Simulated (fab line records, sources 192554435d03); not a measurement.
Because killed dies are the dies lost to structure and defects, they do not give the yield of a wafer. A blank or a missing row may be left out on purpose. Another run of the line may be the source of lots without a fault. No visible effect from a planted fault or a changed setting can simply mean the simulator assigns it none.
Struck lot and sound lot, side by side :: flow n5-finfet :: 39 steps out of a route of 1938
Sound: the wafers L400.2, L400.4, L400.5. Struck: wafer L410.3 (left out: L410.1, L410.2 of the same lot, which were not struck); the cause appears at the end.
For every step that has rows: the tool of each side, followed by ch and its chambers, followed by its first start. Under that, the readings that differ: sound wafers :: struck wafers :: difference of the means :: sigmas: that difference in standard deviations of wafers without a fault.
alike: a reading whose means differ by less than 2 such deviations, as well as words and numbers matching on both sides. not compared: withheld readings; readings where some wafer has no value; bounds like >300 that might hide an equal value; numbers whose values overlap and for which the record gives no deviation.
The two part at a step that has a row with sigmas, a row that says differs or no value, or rows on one side only. Numbers that have no deviation but don't overlap get no sigmas and don't part them. Lack of a reading on every wafer of one side parts them only where that side has two or more wafers.

first, 8 steps without rows for these wafers: N5_BEOL_M15_TRENCH_ETCH_34 (etches SiO2 in C4F8/O2/Ar, target depth 872.93 nm, time 199 s); N5_BEOL_M15_STRIP_36 (strips in O2); N5_BEOL_M15_STRIP_62 (strips in O2); N5_BEOL_M15_STRIP_37 (strips in O2); N5_BEOL_M15_ETCH_38 (etches SiCN in CF4/N2, target depth 106.4 nm, time 120.5 s); N5_BEOL_M15_PRECLEAN_39 (cleans in residue remover, time 60 s); N5_BEOL_M15_SRD_40 (time 30 s, dry time 30 s); N5_BEOL_M15_DEGAS_41 (time 60 s).
N5_BEOL_M15_PRE_CLEAN_42: time 30 s.
  struck on pvd-sputter-02, day 14 13:44; sound on pvd-sputter-01, day 11 22:18
  alike: heater-power-w
then, 1 step without rows for these wafers: N5_BEOL_M15_SPUTTER_43 (material TaN, target thk 15 nm, time 24.19 s).
N5_BEOL_M15_SPUTTER_44: material Ta, target thk 15 nm, time 24.19 s.
  struck on pvd-sputter-02, day 14 13:52; sound on pvd-sputter-01, day 11 22:25
  alike: cathode-dc-power-W, throttle-valve-pct
N5_BEOL_M15_SPUTTER_45: material Cu, target thk 100 nm, time 16.67 s.
  struck on pvd-sputter-02, day 14 13:56; sound on pvd-sputter-01, day 11 22:30
  alike: cathode-dc-power-W, throttle-valve-pct
then, 5 steps without rows for these wafers: N5_BEOL_M15_ECD_47 (material Cu, target thk 1860 nm); N5_BEOL_M15_ANNEAL_48 (time 90 s); N5_BEOL_M15_CMP_49 (polishes, stops on SiO2, t overpolish 4.9 s, target thk 850 nm); N5_BEOL_M15_PRE_CLEAN_52 (time 15 s); N5_BEOL_M15_DEP_53 (deposits SiCN from 3MS/NH3, target thk 50 nm, time 17.8 s).
N5_BEOL_M15_RS_MEAS_54: the measuring method here is four-point-probe.
  struck on film-metro-01, day 14 15:01; sound on film-metro-01, day 11 23:59
  alike: M15_RS
N5_BEOL_M15_RC_MEAS_101:
  sound on prober-01 ch 0, day 12 00:11; struck on prober-02 ch 0, day 14 15:04
reading: COMB_M12 (S/m)
sound: 5.1e-12 6.9e-12 5.9e-12
struck: 9.6e-12
difference: +3.6e-12
sigmas: +3

reading: SERP_M12 (ohm/um)
sound: 0.628 0.581 0.603
struck: 0.659
difference: +0.055
sigmas: +3

reading: SERP_M9 (ohm/um)
sound: 2.98 2.95 3.08
struck: 3.20
difference: +0.20
sigmas: +2
  alike: COMB_M10, COMB_M11, COMB_M13, COMB_M14, COMB_M15, COMB_M5, COMB_M6, COMB_M7, COMB_M8, COMB_M9, SERP_M10, SERP_M11, SERP_M13, SERP_M14, SERP_M5, SERP_M6, SERP_M7, SERP_M8
N5_PASSIVATION_PECVD_00: deposits SiO2 from SiH4/N2O, target thk 200 nm, time 11.2 s.
  sound on pecvd-02 ch 1,2, day 12 01:00; struck on pecvd-02 ch 2, day 14 16:02
  alike: heater-power-w, showerhead-plenum-p-Torr, throttle-valve-pct
then, 1 step without rows for these wafers: N5_MIM_BOT_DEGAS_01 (time 60 s).
N5_MIM_BOT_SPUTTER_00: material TiN, target thk 35 nm, time 89.7 s.
  struck on pvd-sputter-02, day 14 16:25; sound on pvd-sputter-02, day 12 02:43
  alike: cathode-dc-power-W, throttle-valve-pct
then, 3 steps without rows for these wafers: N5_MIM_TOP_ALD_00 (deposits Al2O3, purge time 3 s, co reactant pulse time 3 s); N5_MIM_TOP_ALD_01 (deposits HfO2, target thk 5.6 nm, pulse time 1 s, purge time 3 s); N5_MIM_TOP_ALD_02 (deposits Al2O3, purge time 3 s, co reactant pulse time 3 s).
N5_MIM_TOP_DEGAS_04: time 60 s.
  struck on pvd-sputter-02, day 14 16:58; sound on pvd-sputter-02, day 12 03:22
  alike: heater-power-w
then, 9 steps without rows for these wafers: N5_MIM_TOP_SPUTTER_03 (material TiN, target thk 35 nm, time 89.7 s); N5_MIM_TOP_LITHO_HMDS_01 (time 60 s); N5_MIM_TOP_LITHO_COAT_02; N5_MIM_TOP_LITHO_EBR_04; N5_MIM_TOP_LITHO_SOFTBAKE_03 (time 90 s); N5_MIM_TOP_LITHO_EXPOSE_05 (exposes mask MIM TOP, target cd 2000 nm); N5_MIM_TOP_LITHO_PEB_06; N5_MIM_TOP_LITHO_DEVELOP_07 (develop time 60 s); N5_MIM_TOP_LITHO_HARDBAKE_09 (time 120 s).
N5_MIM_TOP_LITHO_CD_MEAS_08: target cd 2000 nm.
  sound on cd-sem-02 ch 0, day 12 03:55; struck on cd-sem-02 ch 0, day 14 17:32
  alike: cd-nm
N5_MIM_TOP_LITHO_OVL_MEAS_11:
  sound on overlay-01 ch 0, day 12 03:57; struck on overlay-02 ch 0, day 14 17:34
  alike: MIM_TOP_OVL
then, 1 step without rows for these wafers: N5_MIM_TOP_LITHO_DESCUM_10 (chemistry O2, time 7.9 s).
N5_PASSIVATION_PROBE_49:
  only the struck wafers here have rows in the record (prober-01, day 15 05:37); the sound ones have none

## WHERE THEY PART
Last at N5_PASSIVATION_PROBE_49 as far as this record goes, first at N5_BEOL_M15_RC_MEAS_101.

WHY: what had been put in by the simulator
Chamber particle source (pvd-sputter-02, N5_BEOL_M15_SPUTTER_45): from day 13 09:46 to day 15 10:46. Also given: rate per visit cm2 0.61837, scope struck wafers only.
